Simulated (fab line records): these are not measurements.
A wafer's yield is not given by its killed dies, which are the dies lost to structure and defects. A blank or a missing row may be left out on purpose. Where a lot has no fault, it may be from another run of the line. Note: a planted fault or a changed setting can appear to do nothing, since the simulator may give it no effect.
Which tool did it? | flow nandHarc | 39 wafers from 13 lots sampled at 5 of the route's 1159 steps

## WHAT EACH GAUGE READ, for each wafer
NHARC_A_CHANNEL_FILL_D1_THK_MEAS_06: measures by ellipsometry.
lot  | measured     | on           | thkNm (nm)
L476 | day 10 01:37 | filmMetro-01 | 4.9 4.7 5.3
L478 | day 10 15:07 | filmMetro-01 | 6.8 5.6 4.3
L477 | day 10 15:07 | filmMetro-02 | 4.4 3.3 3.1
L480 | day 10 22:20 | filmMetro-01 | 4.4 4.0 4.6
L479 | day 10 22:20 | filmMetro-02 | 4.2 5.7 5.1
L482 | day 11 18:28 | filmMetro-02 | 5.2 5.2 3.3
L485 | day 12 01:14 | filmMetro-02 | 3.6 3.5 4.7
L493 | day 14 10:56 | filmMetro-02 | 3.5 4.6 6.2
L492 | day 14 10:56 | filmMetro-01 | 5.7 4.8 4.3
L491 | day 14 10:56 | filmMetro-02 | 4.8 4.7 6.5
L494 | day 14 18:29 | filmMetro-02 | 4.9 5.1 4.9
L496 | day 14 22:08 | filmMetro-02 | 5.9 4.9 6.4
L498 | day 15 15:49 | filmMetro-02 | 3.0 6.4 6.6

NHARC_END_SORT_01.
lot  | measured     | on        | killedAtArray | killedAtOther | killedAtPeriphery | killedDies | killedOpen | killedShort
L476 | day 19 19:06 | prober-02 | 24 16 27      | 0 2 0         | 2 1 2             | 26 19 29   | 5 5 6      | 2 1 1
L478 | day 20 09:56 | prober-02 | 25 30 28      | 0 0 0         | 5 3 4             | 30 33 32   | 3 2 6      | 1 2 1
L477 | day 20 01:11 | prober-01 | 5 11 8        | 3 2 2         | 1 3 0             | 9 16 10    | 1 4 3      | 1 2 1
L480 | day 20 02:05 | prober-02 | 15 20 12      | 1 0 0         | 2 1 1             | 18 21 13   | 0 3 4      | 2 3 3
L479 | day 20 09:05 | prober-01 | 21 28 26      | 0 0 0         | 3 1 5             | 24 29 31   | 2 2 4      | 3 1 2
L482 | day 21 06:42 | prober-01 | 32 32 22      | 1 0 5         | 3 3 4             | 36 35 31   | 4 3 2      | 2 3 2
L485 | day 21 23:04 | prober-01 | 16 26 25      | 0 0 0         | 7 9 7             | 23 35 32   | 1 3 4      | 1 1 2
L493 | day 23 08:07 | prober-01 | 27 33 40      | 0 3 4         | 4 6 2             | 31 42 46   | 3 5 4      | 1 4 1
L492 | day 23 21:16 | prober-02 | 50 35 43      | 2 0 1         | 4 6 6             | 56 41 50   | 5 3 7      | 0 2 1
L491 | day 24 03:52 | prober-01 | 13 27 15      | 0 0 0         | 5 7 4             | 18 34 19   | 8 6 5      | 1 3 3
L494 | day 24 07:02 | prober-02 | 32 30 37      | 0 0 1         | 2 0 0             | 34 30 38   | 2 3 6      | 5 1 1
L496 | day 24 23:42 | prober-01 | 40 45 44      | 0 1 2         | 2 4 9             | 42 50 55   | 1 2 5      | 3 2 1
L498 | day 25 07:31 | prober-02 | 31 22 29      | 1 0 2         | 2 3 2             | 34 25 33   | 3 5 4      | 2 2 4

## WHAT TOOL EACH LOT RAN ON (gives the tool, then ch and the chambers of the sampled wafers, and finally the start)
lot  | NHARC_A_CHANNEL_HOLE_D1_STRIP_27             | NHARC_A_CHANNEL_FILL_D1_ALD_15               | NHARC_A_CHANNEL_FILL_D1_ETCHBACK_08
L476 | rieDiel-04 ch 1,2, day 10 01:37 or earlier   | aldSinBatch-02 ch 0, day 10 01:37 or earlier | rieDiel-06 ch 1,3, day 10 07:15
L478 | rieDiel-12 ch 1,2, day 10 15:07 or earlier   | aldSinBatch-01 ch 0, day 10 15:07 or earlier | rieDiel-03 ch 0,1,2, day 10 22:01
L477 | rieDiel-08 ch 0,3, day 10 15:07 or earlier   | aldSinBatch-01 ch 0, day 10 15:07 or earlier | rieDiel-03 ch 0,3, day 10 20:50
L480 | rieDiel-04 ch 0,1,3, day 10 22:20 or earlier | aldSinBatch-03 ch 0, day 10 22:20 or earlier | rieDiel-03 ch 0,2,3, day 11 03:58
L479 | rieDiel-12 ch 1,3, day 10 22:20 or earlier   | aldSinBatch-03 ch 0, day 10 22:20 or earlier | rieDiel-11 ch 1,2,3, day 11 03:59
L482 | rieDiel-12 ch 0,1,2, day 11 18:28 or earlier | aldSinBatch-02 ch 0, day 11 18:28 or earlier | rieDiel-03 ch 0,2,3, day 12 00:06
L485 | rieDiel-12 ch 0,1,3, day 12 01:14 or earlier | aldSinBatch-02 ch 0, day 12 01:14 or earlier | rieDiel-06 ch 0,1,3, day 12 06:50
L493 | rieDiel-08 ch 0,1,2, day 14 10:56 or earlier | aldSinBatch-01 ch 0, day 14 10:56 or earlier | rieDiel-03 ch 0,1,3, day 14 16:59
L492 | rieDiel-04 ch 0,3, day 14 10:56 or earlier   | aldSinBatch-01 ch 0, day 14 10:56 or earlier | rieDiel-06 ch 2,3, day 14 16:59
L491 | rieDiel-04 ch 2,3, day 14 10:56 or earlier   | aldSinBatch-01 ch 0, day 14 10:56 or earlier | rieDiel-06 ch 0,1,2, day 14 20:41
L494 | rieDiel-12 ch 1,2,3, day 14 18:29 or earlier | aldSinBatch-01 ch 0, day 14 18:29 or earlier | rieDiel-03 ch 1,3, day 15 00:47
L496 | rieDiel-12 ch 0,2,3, day 13 20:05 or earlier | aldSinBatch-02 ch 0, day 13 20:05            | rieDiel-03 ch 0,2,3, day 15 08:07
L498 | rieDiel-04 ch 1,2,3, day 15 15:49 or earlier | aldSinBatch-02 ch 0, day 15 15:49 or earlier | rieDiel-03 ch 0,1,2, day 16 01:05
- NHARC_A_CHANNEL_HOLE_D1_STRIP_27: strips in O2.
- NHARC_A_CHANNEL_FILL_D1_ALD_15: deposits SiNx, target thk 2 nm, pulse time 60 s, ald cycles 19.
- NHARC_A_CHANNEL_FILL_D1_ETCHBACK_08: etches the open film in C4F8, target depth 220 nm, time 110 s.

## WHAT THE TOOLS THEMSELVES READ (means of the sampled wafers that have a number; where no wafer has one, the mark that the record gives instead)
NHARC_A_CHANNEL_HOLE_D1_STRIP_27.
lot  | tool       | drypumpMotorCurrentA (A) | oesProductAu (a.u.) | rfVppV (V) | showerheadPlenumPTorr (Torr) | throttleValvePct (%)
L476 | rieDiel-04 | 5.7                      | 0.996               | 58.0       | 3.62                         | 17.030
L478 | rieDiel-12 | 5.7                      | 0.997               | 57.8       | 3.61                         | 17.050
L477 | rieDiel-08 | 5.9                      | 0.997               | 58.4       | 3.75                         | 17.046
L480 | rieDiel-04 | 5.4                      | 0.996               | 58.7       | 3.55                         | 17.038
L479 | rieDiel-12 | 5.6                      | 1.006               | 57.7       | 3.55                         | 17.035
L482 | rieDiel-12 | 5.7                      | 1.001               | 57.5       | 3.54                         | 17.032
L485 | rieDiel-12 | 5.6                      | 0.996               | 57.5       | 3.48                         | 17.038
L493 | rieDiel-08 | 5.5                      | 0.998               | 58.8       | 3.58                         | 17.037
L492 | rieDiel-04 | 5.5                      | 0.996               | 57.1       | 3.40                         | 17.037
L491 | rieDiel-04 | 5.6                      | 0.989               | 57.5       | 3.41                         | 17.041
L494 | rieDiel-12 | 5.5                      | 1.003               | 57.9       | 3.59                         | 17.041
L496 | rieDiel-12 | 5.5                      | 0.997               | 57.7       | 3.52                         | 17.035
L498 | rieDiel-04 | 5.5                      | 1.005               | 56.9       | 3.55                         | 17.041

NHARC_A_CHANNEL_FILL_D1_ALD_15.
lot  | tool           | precursorPulseHeightRel
L476 | aldSinBatch-02 | 0.996
L478 | aldSinBatch-01 | 1.001
L477 | aldSinBatch-01 | 0.986
L480 | aldSinBatch-03 | 0.992
L479 | aldSinBatch-03 | 0.986
L482 | aldSinBatch-02 | 0.981
L485 | aldSinBatch-02 | 0.995
L493 | aldSinBatch-01 | 0.994
L492 | aldSinBatch-01 | 0.996
L491 | aldSinBatch-01 | 0.997
L494 | aldSinBatch-01 | 0.991
L496 | aldSinBatch-02 | 0.997
L498 | aldSinBatch-02 | 1.001

NHARC_A_CHANNEL_FILL_D1_ETCHBACK_08.
lot  | tool       | oesProductAu (a.u.) | rfFwdPowerW (W) | rfVppV (V)
L476 | rieDiel-06 | 0.92                | 595.0           | 441.3
L478 | rieDiel-03 | 0.99                | 594.5           | 438.5
L477 | rieDiel-03 | 0.98                | 596.1           | 442.0
L480 | rieDiel-03 | 0.92                | 595.8           | 441.7
L479 | rieDiel-11 | 0.92                | 595.4           | 436.7
L482 | rieDiel-03 | 0.92                | 594.2           | 441.3
L485 | rieDiel-06 | 1.00                | 596.7           | 440.9
L493 | rieDiel-03 | 0.91                | 596.4           | 441.3
L492 | rieDiel-06 | 1.05                | 691.4           | 442.4
L491 | rieDiel-06 | 1.01                | 691.6           | 439.9
L494 | rieDiel-03 | 0.99                | 596.2           | 441.7
L496 | rieDiel-03 | 0.92                | 594.6           | 441.8
L498 | rieDiel-03 | 0.92                | 596.2           | 439.6

## THE ANSWER, worked out from the rows above alone
Rule: what is usual is taken from the lots themselves. Put in order of their means at a reading, lots are off if they are a third of the lots or fewer, leave a main group of 4 or more, and stand apart from it by a gap of 3 or more times the standard deviation of the main group's means; of several such gaps the widest counts. If all means in a main group match to the digits the tables above print for the reading, that group is not used. A lot without any number at a reading at which 4 lots or more have one is off too. Any other lot the step has rows for is counted as sound. Order of review: gauges by route order, followed by the tools' own readings, for which a lot's mean as printed above is used. The first step at which some lot is off is used, and at that step the reading that is off furthest; a lot without a number counts as furthest.
Off, at NHARC_A_CHANNEL_FILL_D1_ETCHBACK_08 on rfFwdPowerW: L492, L491. For the main group the mean is 595.6 W and the standard deviation 0.82.
If a tool, at that step or one of the process steps before it, ran each lot that is off and ran no sound lot following the first of them, it fits. Because NHARC_A_CHANNEL_HOLE_D1_STRIP_27 lacks a start for some lots, the hours and order of its lots are taken from NHARC_A_CHANNEL_FILL_D1_THK_MEAS_06. Because NHARC_A_CHANNEL_FILL_D1_ALD_15 lacks a start for some lots, the hours and order of its lots are taken from NHARC_A_CHANNEL_FILL_D1_THK_MEAS_06. One candidate fits, namely rieDiel-06 at NHARC_A_CHANNEL_FILL_D1_ETCHBACK_08. Its last sound lot is L485 (day 12 06:50), its first lot that is off L492 (day 14 16:59): a fault that began between those two fits.
On the lots that are off, the tool's own readings at NHARC_A_CHANNEL_FILL_D1_ETCHBACK_08 differ by more than 5 times the standard deviation of the sound lots' means, which bears it out; rfFwdPowerW reads 691.5 W there versus 595.6 W on the sound lots.

## WHAT THE SIMULATOR PUT IN
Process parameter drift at NHARC_A_CHANNEL_FILL_D1_ETCHBACK_08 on rieDiel-06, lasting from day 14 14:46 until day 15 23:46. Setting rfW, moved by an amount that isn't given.
Struck lots among those shown: L492, L491. Same finding as the rule above.
